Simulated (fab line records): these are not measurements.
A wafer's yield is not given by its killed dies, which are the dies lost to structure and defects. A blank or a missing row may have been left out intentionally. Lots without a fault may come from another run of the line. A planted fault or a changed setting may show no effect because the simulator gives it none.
fab line records || flow nand_harc
[record] {"lots": 13, "wafers": 39, "last_day": 32}
route steps=1302 shown A_M0@1159 A_M1@1181
lots that met no fault: from a run of the same line without faults
start_h: start of the lot's first displayed wafer, in hours after the record's first day || wait_h: hours elapsed since this lot's preceding step || " unchanged from the row above || L1.1+2: a row that stands for several wafers || - either no value or no given start || * or withheld: withheld || < > ~ a bound
route shown NAME@n: a module of which the file shows steps, and the number in the route of the first || usual: mean/standard deviation taken from wafers without a fault || same: alike in all rows || chamber/n: place in a boat || sites: the reading at each site || _std_site: the standard deviation of these || _edge_site: mean of outer sites minus mean of inner sites || radius_mm: how far each site lies from the wafer's centre || mask NAME#n: copy n || behind: the most recent tool/chamber to have shaped the wafer || hold: reason for holding the lot/hours on hold/outcome of the hold || device: which transistor (n, p or np) failed to switch || end of line: at the end of the route, the tests of the same wafers || step lacking rows: just its recipe || killed: count of dies lost to structure and defects at first sort (not the wafer's yield) || map: shows each die of a wafer: x if killed, . if not, _ if none is there
set.NAME: the setting the step ran with; set.NAME@STEP: the setting that earlier step ran with || model.NAME: the simulator's own value behind a step, which no gauge read
one table for each step of the route and one row for each wafer, over a sample of lots
services: a tool's chamber out of use, with start hour (start_h, from the record's first day; less than 0 if before it), hours out, and reason
[[steps]]
[step NHARC_A_M0_PVD_21]
[recipe] {"target_thk_a": 300, "chamber_pressure_pa": 5, "power_w": 5000, "substrate_temp_c": 30, "time_s": 20.49, "material": "Cu"}
[usual] {"throttle_valve_pct": "29.8/0.65"}
{"lot.wafer": "L304.4", "tool": "pvd_sputter-01", "chamber": "-", "start_h": "-", "wait_h": "-", "throttle_valve_pct": 30.1}
{"lot.wafer": "L304.2", "tool": "pvd_sputter-01", "chamber": "-", "start_h": "-", "wait_h": "-", "throttle_valve_pct": 30.3}
{"lot.wafer": "L304.5", "tool": "pvd_sputter-01", "chamber": "-", "start_h": "-", "wait_h": "-", "throttle_valve_pct": 30.2}
{"lot.wafer": "L303.4", "tool": "pvd_sputter-03", "chamber": "-", "start_h": "-", "wait_h": "-", "throttle_valve_pct": 30.0}
{"lot.wafer": "L303.3", "tool": "pvd_sputter-03", "chamber": "-", "start_h": "-", "wait_h": "-", "throttle_valve_pct": 29.9}
{"lot.wafer": "L303.6", "tool": "pvd_sputter-03", "chamber": "-", "start_h": "-", "wait_h": "-", "throttle_valve_pct": 31.0}
{"lot.wafer": "L305.1", "tool": "pvd_sputter-03", "chamber": "-", "start_h": "-", "wait_h": "-", "throttle_valve_pct": 29.3}
{"lot.wafer": "L305.4", "tool": "pvd_sputter-03", "chamber": "-", "start_h": "-", "wait_h": "-", "throttle_valve_pct": 30.5}
{"lot.wafer": "L305.5", "tool": "pvd_sputter-03", "chamber": "-", "start_h": "-", "wait_h": "-", "throttle_valve_pct": 29.6}
{"lot.wafer": "L307.4", "tool": "pvd_sputter-01", "chamber": "-", "start_h": "-", "wait_h": "-", "throttle_valve_pct": 30.2}
{"lot.wafer": "L307.1", "tool": "pvd_sputter-01", "chamber": "-", "start_h": "-", "wait_h": "-", "throttle_valve_pct": 30.3}
{"lot.wafer": "L307.3", "tool": "pvd_sputter-01", "chamber": "-", "start_h": "-", "wait_h": "-", "throttle_valve_pct": 30.4}
{"lot.wafer": "L308.1", "tool": "pvd_sputter-01", "chamber": "-", "start_h": "-", "wait_h": "-", "throttle_valve_pct": 30.3}
{"lot.wafer": "L308.5", "tool": "pvd_sputter-01", "chamber": "-", "start_h": "-", "wait_h": "-", "throttle_valve_pct": 29.8}
{"lot.wafer": "L308.6", "tool": "pvd_sputter-01", "chamber": "-", "start_h": "-", "wait_h": "-", "throttle_valve_pct": 30.2}
{"lot.wafer": "L310.1", "tool": "pvd_sputter-01", "chamber": "-", "start_h": "-", "wait_h": "-", "throttle_valve_pct": 31.6}
{"lot.wafer": "L310.4", "tool": "pvd_sputter-01", "chamber": "-", "start_h": "-", "wait_h": "-", "throttle_valve_pct": 30.2}
{"lot.wafer": "L310.6", "tool": "pvd_sputter-01", "chamber": "-", "start_h": "-", "wait_h": "-", "throttle_valve_pct": 30.8}
{"lot.wafer": "L311.1", "tool": "pvd_sputter-03", "chamber": "-", "start_h": "-", "wait_h": "-", "throttle_valve_pct": 29.3}
{"lot.wafer": "L311.4", "tool": "pvd_sputter-03", "chamber": "-", "start_h": "-", "wait_h": "-", "throttle_valve_pct": 30.8}
{"lot.wafer": "L311.3", "tool": "pvd_sputter-03", "chamber": "-", "start_h": "-", "wait_h": "-", "throttle_valve_pct": 29.6}
{"lot.wafer": "L309.2", "tool": "pvd_sputter-01", "chamber": "-", "start_h": "-", "wait_h": "-", "throttle_valve_pct": 31.3}
{"lot.wafer": "L309.3", "tool": "pvd_sputter-01", "chamber": "-", "start_h": "-", "wait_h": "-", "throttle_valve_pct": 30.5}
{"lot.wafer": "L309.6", "tool": "pvd_sputter-01", "chamber": "-", "start_h": "-", "wait_h": "-", "throttle_valve_pct": 31.2}
{"lot.wafer": "L312.2", "tool": "pvd_sputter-02", "chamber": "-", "start_h": "-", "wait_h": "-", "throttle_valve_pct": 30.2}
{"lot.wafer": "L312.6", "tool": "pvd_sputter-02", "chamber": "-", "start_h": "-", "wait_h": "-", "throttle_valve_pct": 29.5}
{"lot.wafer": "L312.5", "tool": "pvd_sputter-02", "chamber": "-", "start_h": "-", "wait_h": "-", "throttle_valve_pct": 29.4}
{"lot.wafer": "L314.1", "tool": "pvd_sputter-03", "chamber": "-", "start_h": "-", "wait_h": "-", "throttle_valve_pct": 30.3}
{"lot.wafer": "L314.4", "tool": "pvd_sputter-03", "chamber": "-", "start_h": "-", "wait_h": "-", "throttle_valve_pct": 29.7}
{"lot.wafer": "L314.3", "tool": "pvd_sputter-03", "chamber": "-", "start_h": "-", "wait_h": "-", "throttle_valve_pct": 29.4}
{"lot.wafer": "L313.4", "tool": "pvd_sputter-01", "chamber": "-", "start_h": "-", "wait_h": "-", "throttle_valve_pct": 31.1}
{"lot.wafer": "L313.1", "tool": "pvd_sputter-01", "chamber": "-", "start_h": "-", "wait_h": "-", "throttle_valve_pct": 30.3}
{"lot.wafer": "L313.6", "tool": "pvd_sputter-01", "chamber": "-", "start_h": "-", "wait_h": "-", "throttle_valve_pct": 31.7}
{"lot.wafer": "L321.4", "tool": "pvd_sputter-02", "chamber": "-", "start_h": "-", "wait_h": "-", "throttle_valve_pct": 29.7}
{"lot.wafer": "L321.1", "tool": "pvd_sputter-02", "chamber": "-", "start_h": "-", "wait_h": "-", "throttle_valve_pct": 28.7}
{"lot.wafer": "L321.5", "tool": "pvd_sputter-02", "chamber": "-", "start_h": "-", "wait_h": "-", "throttle_valve_pct": 29.7}
{"lot.wafer": "L324.1", "tool": "pvd_sputter-03", "chamber": "-", "start_h": "-", "wait_h": "-", "throttle_valve_pct": 30.1}
{"lot.wafer": "L324.4", "tool": "pvd_sputter-03", "chamber": "-", "start_h": "-", "wait_h": "-", "throttle_valve_pct": 30.2}
{"lot.wafer": "L324.6", "tool": "pvd_sputter-03", "chamber": "-", "start_h": "-", "wait_h": "-", "throttle_valve_pct": 29.7}
[step NHARC_A_M0_INSPECT_27]
[usual] {"raw_defect_count": "528/120"}
{"lot.wafer": "L304.2", "tool": "defect_inspect-01", "chamber": "-", "start_h": 525.54, "wait_h": 0.0, "raw_defect_count": 621}
{"lot.wafer": "L304.4", "tool": "defect_inspect-01", "chamber": "-", "start_h": 525.54, "wait_h": 0.0, "raw_defect_count": 466}
{"lot.wafer": "L304.5", "tool": "defect_inspect-01", "chamber": "-", "start_h": 525.54, "wait_h": 0.0, "raw_defect_count": 526}
{"lot.wafer": "L303.3", "tool": "defect_inspect-02", "chamber": "-", "start_h": 526.63, "wait_h": 0.0, "raw_defect_count": 456}
{"lot.wafer": "L303.4", "tool": "defect_inspect-02", "chamber": "-", "start_h": 526.63, "wait_h": 0.0, "raw_defect_count": 378}
{"lot.wafer": "L303.6", "tool": "defect_inspect-02", "chamber": "-", "start_h": 526.63, "wait_h": 0.0, "raw_defect_count": 476}
{"lot.wafer": "L305.1", "tool": "defect_inspect-01", "chamber": "-", "start_h": 555.95, "wait_h": 0.0, "raw_defect_count": 419}
{"lot.wafer": "L305.4", "tool": "defect_inspect-01", "chamber": "-", "start_h": 555.95, "wait_h": 0.0, "raw_defect_count": 464}
{"lot.wafer": "L305.5", "tool": "defect_inspect-01", "chamber": "-", "start_h": 555.95, "wait_h": 0.0, "raw_defect_count": 632}
{"lot.wafer": "L307.1", "tool": "defect_inspect-01", "chamber": "-", "start_h": 559.22, "wait_h": 0.0, "raw_defect_count": 528}
{"lot.wafer": "L307.3", "tool": "defect_inspect-01", "chamber": "-", "start_h": 559.22, "wait_h": 0.0, "raw_defect_count": 601}
{"lot.wafer": "L307.4", "tool": "defect_inspect-01", "chamber": "-", "start_h": 559.22, "wait_h": 0.0, "raw_defect_count": 654}
{"lot.wafer": "L308.1", "tool": "defect_inspect-02", "chamber": "-", "start_h": 575.51, "wait_h": 0.0, "raw_defect_count": 482}
{"lot.wafer": "L308.5", "tool": "defect_inspect-02", "chamber": "-", "start_h": 575.51, "wait_h": 0.0, "raw_defect_count": 505}
{"lot.wafer": "L308.6", "tool": "defect_inspect-02", "chamber": "-", "start_h": 575.51, "wait_h": 0.0, "raw_defect_count": 398}
{"lot.wafer": "L310.1", "tool": "defect_inspect-02", "chamber": "-", "start_h": 599.59, "wait_h": 0.0, "raw_defect_count": 438}
{"lot.wafer": "L310.4", "tool": "defect_inspect-02", "chamber": "-", "start_h": 599.59, "wait_h": 0.0, "raw_defect_count": 481}
{"lot.wafer": "L310.6", "tool": "defect_inspect-02", "chamber": "-", "start_h": 599.59, "wait_h": 0.0, "raw_defect_count": 428}
{"lot.wafer": "L311.1", "tool": "defect_inspect-01", "chamber": "-", "start_h": 600.93, "wait_h": 0.0, "raw_defect_count": 690}
{"lot.wafer": "L311.3", "tool": "defect_inspect-01", "chamber": "-", "start_h": 600.93, "wait_h": 0.0, "raw_defect_count": 624}
{"lot.wafer": "L311.4", "tool": "defect_inspect-01", "chamber": "-", "start_h": 600.93, "wait_h": 0.0, "raw_defect_count": 812}
{"lot.wafer": "L309.2", "tool": "defect_inspect-02", "chamber": "-", "start_h": 602.96, "wait_h": 0.0, "raw_defect_count": 441}
{"lot.wafer": "L309.3", "tool": "defect_inspect-02", "chamber": "-", "start_h": 602.96, "wait_h": 0.0, "raw_defect_count": 362}
{"lot.wafer": "L309.6", "tool": "defect_inspect-02", "chamber": "-", "start_h": 602.96, "wait_h": 0.0, "raw_defect_count": 409}
{"lot.wafer": "L312.2", "tool": "defect_inspect-02", "chamber": "-", "start_h": 616.49, "wait_h": 0.0, "raw_defect_count": 486}
{"lot.wafer": "L312.5", "tool": "defect_inspect-02", "chamber": "-", "start_h": 616.49, "wait_h": 0.0, "raw_defect_count": 544}
{"lot.wafer": "L312.6", "tool": "defect_inspect-02", "chamber": "-", "start_h": 616.49, "wait_h": 0.0, "raw_defect_count": 382}
{"lot.wafer": "L314.1", "tool": "defect_inspect-02", "chamber": "-", "start_h": 644.20, "wait_h": 0.0, "raw_defect_count": 510}
{"lot.wafer": "L314.3", "tool": "defect_inspect-02", "chamber": "-", "start_h": 644.20, "wait_h": 0.0, "raw_defect_count": 478}
{"lot.wafer": "L314.4", "tool": "defect_inspect-02", "chamber": "-", "start_h": 644.20, "wait_h": 0.0, "raw_defect_count": 465}
{"lot.wafer": "L313.1", "tool": "defect_inspect-01", "chamber": "-", "start_h": 662.70, "wait_h": 0.0, "raw_defect_count": 726}
{"lot.wafer": "L313.4", "tool": "defect_inspect-01", "chamber": "-", "start_h": 662.70, "wait_h": 0.0, "raw_defect_count": 836}
{"lot.wafer": "L313.6", "tool": "defect_inspect-01", "chamber": "-", "start_h": 662.70, "wait_h": 0.0, "raw_defect_count": 663}
{"lot.wafer": "L321.1", "tool": "defect_inspect-02", "chamber": "-", "start_h": 705.53, "wait_h": 0.0, "raw_defect_count": 626}
{"lot.wafer": "L321.4", "tool": "defect_inspect-02", "chamber": "-", "start_h": 705.53, "wait_h": 0.0, "raw_defect_count": 413}
{"lot.wafer": "L321.5", "tool": "defect_inspect-02", "chamber": "-", "start_h": 705.53, "wait_h": 0.0, "raw_defect_count": 443}
{"lot.wafer": "L324.1", "tool": "defect_inspect-02", "chamber": "-", "start_h": 737.05, "wait_h": 0.0, "raw_defect_count": 554}
{"lot.wafer": "L324.4", "tool": "defect_inspect-02", "chamber": "-", "start_h": 737.05, "wait_h": 0.0, "raw_defect_count": 606}
{"lot.wafer": "L324.6", "tool": "defect_inspect-02", "chamber": "-", "start_h": 737.05, "wait_h": 0.0, "raw_defect_count": 381}
[step NHARC_A_M1_INSPECT_11]
[usual] {"raw_defect_count": "81/37"}
{"lot.wafer": "L304.2", "tool": "defect_inspect-01", "chamber": "-", "start_h": 527.06, "wait_h": 0.0, "raw_defect_count": 27}
{"lot.wafer": "L304.4", "tool": "defect_inspect-01", "chamber": "-", "start_h": 527.06, "wait_h": 0.0, "raw_defect_count": 16}
{"lot.wafer": "L304.5", "tool": "defect_inspect-01", "chamber": "-", "start_h": 527.06, "wait_h": 0.0, "raw_defect_count": 23}
{"lot.wafer": "L303.3", "tool": "defect_inspect-01", "chamber": "-", "start_h": 528.15, "wait_h": 0.0, "raw_defect_count": 93}
{"lot.wafer": "L303.4", "tool": "defect_inspect-01", "chamber": "-", "start_h": 528.15, "wait_h": 0.0, "raw_defect_count": 99}
{"lot.wafer": "L303.6", "tool": "defect_inspect-01", "chamber": "-", "start_h": 528.15, "wait_h": 0.0, "raw_defect_count": 107}
{"lot.wafer": "L305.1", "tool": "defect_inspect-02", "chamber": "-", "start_h": 557.66, "wait_h": 0.0, "raw_defect_count": 78}
{"lot.wafer": "L305.4", "tool": "defect_inspect-02", "chamber": "-", "start_h": 557.66, "wait_h": 0.0, "raw_defect_count": 78}
{"lot.wafer": "L305.5", "tool": "defect_inspect-02", "chamber": "-", "start_h": 557.66, "wait_h": 0.0, "raw_defect_count": 69}
{"lot.wafer": "L307.1", "tool": "defect_inspect-02", "chamber": "-", "start_h": 561.36, "wait_h": 0.0, "raw_defect_count": 118}
{"lot.wafer": "L307.3", "tool": "defect_inspect-02", "chamber": "-", "start_h": 561.36, "wait_h": 0.0, "raw_defect_count": 136}
{"lot.wafer": "L307.4", "tool": "defect_inspect-02", "chamber": "-", "start_h": 561.36, "wait_h": 0.0, "raw_defect_count": 123}
{"lot.wafer": "L308.1", "tool": "defect_inspect-02", "chamber": "-", "start_h": 577.57, "wait_h": 0.0, "raw_defect_count": 87}
{"lot.wafer": "L308.5", "tool": "defect_inspect-02", "chamber": "-", "start_h": 577.57, "wait_h": 0.0, "raw_defect_count": 80}
{"lot.wafer": "L308.6", "tool": "defect_inspect-02", "chamber": "-", "start_h": 577.57, "wait_h": 0.0, "raw_defect_count": 64}
{"lot.wafer": "L310.1", "tool": "defect_inspect-02", "chamber": "-", "start_h": 601.02, "wait_h": 0.0, "raw_defect_count": 99}
{"lot.wafer": "L310.4", "tool": "defect_inspect-02", "chamber": "-", "start_h": 601.02, "wait_h": 0.0, "raw_defect_count": 92}
{"lot.wafer": "L310.6", "tool": "defect_inspect-02", "chamber": "-", "start_h": 601.02, "wait_h": 0.0, "raw_defect_count": 82}
{"lot.wafer": "L311.1", "tool": "defect_inspect-01", "chamber": "-", "start_h": 602.42, "wait_h": 0.0, "raw_defect_count": 122}
{"lot.wafer": "L311.3", "tool": "defect_inspect-01", "chamber": "-", "start_h": 602.42, "wait_h": 0.0, "raw_defect_count": 119}
{"lot.wafer": "L311.4", "tool": "defect_inspect-01", "chamber": "-", "start_h": 602.42, "wait_h": 0.0, "raw_defect_count": 136}
{"lot.wafer": "L309.2", "tool": "defect_inspect-02", "chamber": "-", "start_h": 605.66, "wait_h": 0.0, "raw_defect_count": 61}
{"lot.wafer": "L309.3", "tool": "defect_inspect-02", "chamber": "-", "start_h": 605.66, "wait_h": 0.0, "raw_defect_count": 63}
{"lot.wafer": "L309.6", "tool": "defect_inspect-02", "chamber": "-", "start_h": 605.66, "wait_h": 0.0, "raw_defect_count": 81}
{"lot.wafer": "L312.2", "tool": "defect_inspect-02", "chamber": "-", "start_h": 617.88, "wait_h": 0.0, "raw_defect_count": 44}
{"lot.wafer": "L312.5", "tool": "defect_inspect-02", "chamber": "-", "start_h": 617.88, "wait_h": 0.0, "raw_defect_count": 36}
{"lot.wafer": "L312.6", "tool": "defect_inspect-02", "chamber": "-", "start_h": 617.88, "wait_h": 0.0, "raw_defect_count": 38}
{"lot.wafer": "L314.1", "tool": "defect_inspect-01", "chamber": "-", "start_h": 645.85, "wait_h": 0.0, "raw_defect_count": 78}
{"lot.wafer": "L314.3", "tool": "defect_inspect-01", "chamber": "-", "start_h": 645.85, "wait_h": 0.0, "raw_defect_count": 63}
{"lot.wafer": "L314.4", "tool": "defect_inspect-01", "chamber": "-", "start_h": 645.85, "wait_h": 0.0, "raw_defect_count": 72}
{"lot.wafer": "L313.1", "tool": "defect_inspect-02", "chamber": "-", "start_h": 664.26, "wait_h": 0.0, "raw_defect_count": 142}
{"lot.wafer": "L313.4", "tool": "defect_inspect-02", "chamber": "-", "start_h": 664.26, "wait_h": 0.0, "raw_defect_count": 149}
{"lot.wafer": "L313.6", "tool": "defect_inspect-02", "chamber": "-", "start_h": 664.26, "wait_h": 0.0, "raw_defect_count": 146}
{"lot.wafer": "L321.1", "tool": "defect_inspect-02", "chamber": "-", "start_h": 706.90, "wait_h": 0.0, "raw_defect_count": 105}
{"lot.wafer": "L321.4", "tool": "defect_inspect-02", "chamber": "-", "start_h": 706.90, "wait_h": 0.0, "raw_defect_count": 117}
{"lot.wafer": "L321.5", "tool": "defect_inspect-02", "chamber": "-", "start_h": 706.90, "wait_h": 0.0, "raw_defect_count": 127}
{"lot.wafer": "L324.1", "tool": "defect_inspect-01", "chamber": "-", "start_h": 738.67, "wait_h": 0.0, "raw_defect_count": 77}
{"lot.wafer": "L324.4", "tool": "defect_inspect-01", "chamber": "-", "start_h": 738.67, "wait_h": 0.0, "raw_defect_count": 69}
{"lot.wafer": "L324.6", "tool": "defect_inspect-01", "chamber": "-", "start_h": 738.67, "wait_h": 0.0, "raw_defect_count": 68}
[step NHARC_A_M1_ETCH_15]
[recipe] {"target_depth_a": 1825, "time_s": 91.2, "c4f8_flow_sccm": "withheld", "ar_flow_sccm": 400, "rf_w": 600, "bias_w": 300, "chemistry": "C4F8/Ar"}
[usual] {"oes_product_au": "0.956/0.022", "rf_vpp_V": "441.2/2.6"}
{"lot.wafer": "L304.4", "tool": "rie_diel-10", "chamber": 3, "start_h": 527.29, "wait_h": "-", "oes_product_au": 0.930, "rf_hours_counter_h": 4.1, "rf_vpp_V": 442.1}
{"lot.wafer": "L304.2", "tool": "rie_diel-10", "chamber": 0, "start_h": 527.29, "wait_h": "-", "oes_product_au": 0.923, "rf_hours_counter_h": 6.0, "rf_vpp_V": 439.8}
{"lot.wafer": "L304.5", "tool": "rie_diel-10", "chamber": 3, "start_h": 527.29, "wait_h": "-", "oes_product_au": 0.925, "rf_hours_counter_h": "-", "rf_vpp_V": 441.3}
{"lot.wafer": "L303.3", "tool": "rie_diel-05", "chamber": 1, "start_h": 528.40, "wait_h": "-", "oes_product_au": 0.988, "rf_hours_counter_h": 6.4, "rf_vpp_V": 439.5}
{"lot.wafer": "L303.4", "tool": "rie_diel-05", "chamber": 2, "start_h": 528.40, "wait_h": "-", "oes_product_au": 0.951, "rf_hours_counter_h": 7.5, "rf_vpp_V": 440.0}
{"lot.wafer": "L303.6", "tool": "rie_diel-05", "chamber": 0, "start_h": 528.40, "wait_h": "-", "oes_product_au": 0.994, "rf_hours_counter_h": "-", "rf_vpp_V": 444.8}
{"lot.wafer": "L305.1", "tool": "rie_diel-10", "chamber": 0, "start_h": 557.93, "wait_h": "-", "oes_product_au": 0.909, "rf_hours_counter_h": 7.4, "rf_vpp_V": 438.9}
{"lot.wafer": "L305.4", "tool": "rie_diel-10", "chamber": 2, "start_h": 557.93, "wait_h": "-", "oes_product_au": 0.938, "rf_hours_counter_h": 8.5, "rf_vpp_V": 443.9}
{"lot.wafer": "L305.5", "tool": "rie_diel-10", "chamber": 3, "start_h": 557.93, "wait_h": "-", "oes_product_au": 0.999, "rf_hours_counter_h": "-", "rf_vpp_V": 441.7}
{"lot.wafer": "L307.4", "tool": "rie_diel-05", "chamber": 1, "start_h": 561.59, "wait_h": "-", "oes_product_au": 0.977, "rf_hours_counter_h": 8.2, "rf_vpp_V": 439.7}
{"lot.wafer": "L307.1", "tool": "rie_diel-05", "chamber": 3, "start_h": 561.59, "wait_h": "-", "oes_product_au": 1.003, "rf_hours_counter_h": 10.1, "rf_vpp_V": 437.3}
{"lot.wafer": "L307.3", "tool": "rie_diel-05", "chamber": 0, "start_h": 561.59, "wait_h": "-", "oes_product_au": 0.993, "rf_hours_counter_h": 9.2, "rf_vpp_V": 444.9}
{"lot.wafer": "L308.1", "tool": "rie_diel-01", "chamber": 0, "start_h": 577.80, "wait_h": "-", "oes_product_au": 0.970, "rf_hours_counter_h": 0.5, "rf_vpp_V": 439.6}
{"lot.wafer": "L308.5", "tool": "rie_diel-01", "chamber": 0, "start_h": 577.80, "wait_h": "-", "oes_product_au": 0.970, "rf_hours_counter_h": "-", "rf_vpp_V": 440.9}
{"lot.wafer": "L308.6", "tool": "rie_diel-01", "chamber": 1, "start_h": 577.80, "wait_h": "-", "oes_product_au": 0.970, "rf_hours_counter_h": "-", "rf_vpp_V": 446.7}
{"lot.wafer": "L310.1", "tool": "rie_diel-01", "chamber": 2, "start_h": 601.26, "wait_h": "-", "oes_product_au": 0.962, "rf_hours_counter_h": 1.0, "rf_vpp_V": 444.0}
{"lot.wafer": "L310.4", "tool": "rie_diel-01", "chamber": 1, "start_h": 601.26, "wait_h": "-", "oes_product_au": 0.956, "rf_hours_counter_h": 1.0, "rf_vpp_V": 445.3}
{"lot.wafer": "L310.6", "tool": "rie_diel-01", "chamber": 2, "start_h": 601.26, "wait_h": "-", "oes_product_au": 0.968, "rf_hours_counter_h": "-", "rf_vpp_V": 444.6}
{"lot.wafer": "L311.1", "tool": "rie_diel-01", "chamber": 0, "start_h": 602.66, "wait_h": "-", "oes_product_au": 0.967, "rf_hours_counter_h": 1.3, "rf_vpp_V": 441.7}
{"lot.wafer": "L311.3", "tool": "rie_diel-01", "chamber": 1, "start_h": 602.66, "wait_h": "-", "oes_product_au": 0.942, "rf_hours_counter_h": 1.0, "rf_vpp_V": 446.1}
{"lot.wafer": "L311.4", "tool": "rie_diel-01", "chamber": 3, "start_h": 602.66, "wait_h": "-", "oes_product_au": 0.960, "rf_hours_counter_h": 1.3, "rf_vpp_V": 435.8}
{"lot.wafer": "L309.3", "tool": "rie_diel-10", "chamber": 3, "start_h": 605.93, "wait_h": "-", "oes_product_au": 0.980, "rf_hours_counter_h": 0.0, "rf_vpp_V": 442.5}
{"lot.wafer": "L309.2", "tool": "rie_diel-10", "chamber": 2, "start_h": 605.93, "wait_h": "-", "oes_product_au": 0.979, "rf_hours_counter_h": 0.0, "rf_vpp_V": 443.9}
{"lot.wafer": "L309.6", "tool": "rie_diel-10", "chamber": 0, "start_h": 605.93, "wait_h": "-", "oes_product_au": 0.964, "rf_hours_counter_h": "-", "rf_vpp_V": 439.7}
{"lot.wafer": "L312.2", "tool": "rie_diel-01", "chamber": 1, "start_h": 618.12, "wait_h": "-", "oes_product_au": 0.921, "rf_hours_counter_h": 1.8, "rf_vpp_V": 443.6}
{"lot.wafer": "L312.6", "tool": "rie_diel-01", "chamber": 1, "start_h": 618.12, "wait_h": "-", "oes_product_au": 0.922, "rf_hours_counter_h": "-", "rf_vpp_V": 444.6}
{"lot.wafer": "L312.5", "tool": "rie_diel-01", "chamber": 2, "start_h": 618.12, "wait_h": "-", "oes_product_au": 0.925, "rf_hours_counter_h": "-", "rf_vpp_V": 443.3}
{"lot.wafer": "L314.4", "tool": "rie_diel-05", "chamber": 1, "start_h": 646.09, "wait_h": "-", "oes_product_au": 0.969, "rf_hours_counter_h": 1.4, "rf_vpp_V": 439.6}
{"lot.wafer": "L314.3", "tool": "rie_diel-05", "chamber": 2, "start_h": 646.09, "wait_h": "-", "oes_product_au": 0.968, "rf_hours_counter_h": 1.4, "rf_vpp_V": 441.1}
{"lot.wafer": "L314.1", "tool": "rie_diel-05", "chamber": 3, "start_h": 646.09, "wait_h": "-", "oes_product_au": 0.965, "rf_hours_counter_h": 1.3, "rf_vpp_V": 437.2}
{"lot.wafer": "L313.1", "tool": "rie_diel-10", "chamber": 0, "start_h": 664.51, "wait_h": "-", "oes_product_au": 0.961, "rf_hours_counter_h": 3.5, "rf_vpp_V": 439.3}
{"lot.wafer": "L313.4", "tool": "rie_diel-10", "chamber": 2, "start_h": 664.51, "wait_h": "-", "oes_product_au": 0.983, "rf_hours_counter_h": 3.5, "rf_vpp_V": 443.2}
{"lot.wafer": "L313.6", "tool": "rie_diel-10", "chamber": 3, "start_h": 664.51, "wait_h": "-", "oes_product_au": 0.972, "rf_hours_counter_h": "-", "rf_vpp_V": 442.2}
{"lot.wafer": "L321.1", "tool": "rie_diel-01", "chamber": 1, "start_h": 707.18, "wait_h": "-", "oes_product_au": 0.846, "rf_hours_counter_h": 4.5, "rf_vpp_V": 444.4}
{"lot.wafer": "L321.4", "tool": "rie_diel-01", "chamber": 2, "start_h": 707.18, "wait_h": "-", "oes_product_au": 0.935, "rf_hours_counter_h": "-", "rf_vpp_V": 443.6}
{"lot.wafer": "L321.5", "tool": "rie_diel-01", "chamber": 1, "start_h": 707.18, "wait_h": "-", "oes_product_au": 0.918, "rf_hours_counter_h": "-", "rf_vpp_V": 444.2}
{"lot.wafer": "L324.1", "tool": "rie_diel-10", "chamber": 0, "start_h": 738.92, "wait_h": "-", "oes_product_au": 0.974, "rf_hours_counter_h": 7.3, "rf_vpp_V": 438.7}
{"lot.wafer": "L324.4", "tool": "rie_diel-10", "chamber": 1, "start_h": 738.92, "wait_h": "-", "oes_product_au": 0.986, "rf_hours_counter_h": 5.0, "rf_vpp_V": 440.9}
{"lot.wafer": "L324.6", "tool": "rie_diel-10", "chamber": 0, "start_h": 738.92, "wait_h": "-", "oes_product_au": 0.962, "rf_hours_counter_h": "-", "rf_vpp_V": 439.4}
[[services]]
{"tool": "pvd_sputter-01", "chamber": "-", "start_h": 515.91, "hours": 2.9, "kind": "repair"}
{"tool": "pvd_sputter-03", "chamber": "-", "start_h": 526.00, "hours": 10.0, "kind": "pm"}
{"tool": "rie_diel-01", "chamber": 0, "start_h": 545.53, "hours": 3.0, "kind": "repair"}
{"tool": "rie_diel-01", "chamber": "-", "start_h": 557.80, "hours": 9.0, "kind": "pm"}
{"tool": "rie_diel-10", "chamber": 1, "start_h": 560.26, "hours": 71.1, "kind": "repair"}
{"tool": "rie_diel-10", "chamber": 2, "start_h": 564.46, "hours": 3.6, "kind": "repair"}
{"tool": "pvd_sputter-02", "chamber": "-", "start_h": 565.36, "hours": 3.0, "kind": "repair"}
{"tool": "rie_diel-10", "chamber": "-", "start_h": 565.90, "hours": 1.6, "kind": "repair"}
{"tool": "rie_diel-05", "chamber": 3, "start_h": 569.05, "hours": 8.7, "kind": "repair"}
{"tool": "pvd_sputter-01", "chamber": "-", "start_h": 582.47, "hours": 10.0, "kind": "pm"}
{"tool": "rie_diel-05", "chamber": "-", "start_h": 583.62, "hours": 9.0, "kind": "pm"}
{"tool": "pvd_sputter-02", "chamber": "-", "start_h": 591.73, "hours": 17.8, "kind": "repair"}
{"tool": "rie_diel-10", "chamber": "-", "start_h": 596.50, "hours": 9.0, "kind": "pm"}
{"tool": "pvd_sputter-01", "chamber": "-", "start_h": 620.81, "hours": 5.6, "kind": "repair"}
{"tool": "pvd_sputter-02", "chamber": "-", "start_h": 638.00, "hours": 10.0, "kind": "pm"}
{"tool": "rie_diel-05", "chamber": 3, "start_h": 648.17, "hours": 4.1, "kind": "repair"}
{"tool": "rie_diel-01", "chamber": 1, "start_h": 657.98, "hours": 3.2, "kind": "repair"}
{"tool": "rie_diel-01", "chamber": 3, "start_h": 660.25, "hours": 2.9, "kind": "repair"}
{"tool": "rie_diel-01", "chamber": 1, "start_h": 663.52, "hours": 6.5, "kind": "repair"}
{"tool": "rie_diel-10", "chamber": 3, "start_h": 688.56, "hours": 3.1, "kind": "repair"}
{"tool": "rie_diel-01", "chamber": 0, "start_h": 701.14, "hours": 4.6, "kind": "repair"}
{"tool": "rie_diel-01", "chamber": 3, "start_h": 701.27, "hours": 9.8, "kind": "repair"}
{"tool": "pvd_sputter-03", "chamber": "-", "start_h": 704.07, "hours": 10.0, "kind": "pm"}
{"tool": "rie_diel-01", "chamber": "-", "start_h": 734.80, "hours": 9.0, "kind": "pm"}
[[key]]
[first_sign] {"step": "NHARC_A_M1_ETCH_15", "reading": "oes_product_au", "direction": "down", "sigmas": 5, "usual": 0.956, "struck": 0.846}
effect none on later readings
met_at NHARC_A_M1_ETCH_15
struck_lots L321
struck_wafers L321.1
sort_left_out L321.1
not_acting_at NHARC_A_M0_PVD_21,NHARC_A_M0_INSPECT_27,NHARC_A_M1_INSPECT_11
onset_between 618.12 707.18
[fault] {"kind": "process_parameter_drift", "tool": "rie_diel-01", "chamber": "-", "onset_h": 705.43, "steps": "NHARC_A_M1_ETCH_15", "channel": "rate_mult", "offset": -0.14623, "shape": "step", "end_h": 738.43, "scope": "struck_wafers_only"}
// sort_left_out: the simulated sort isn't trusted on such a fault, so these wafers' sort isn't shown, and their yield isn't known
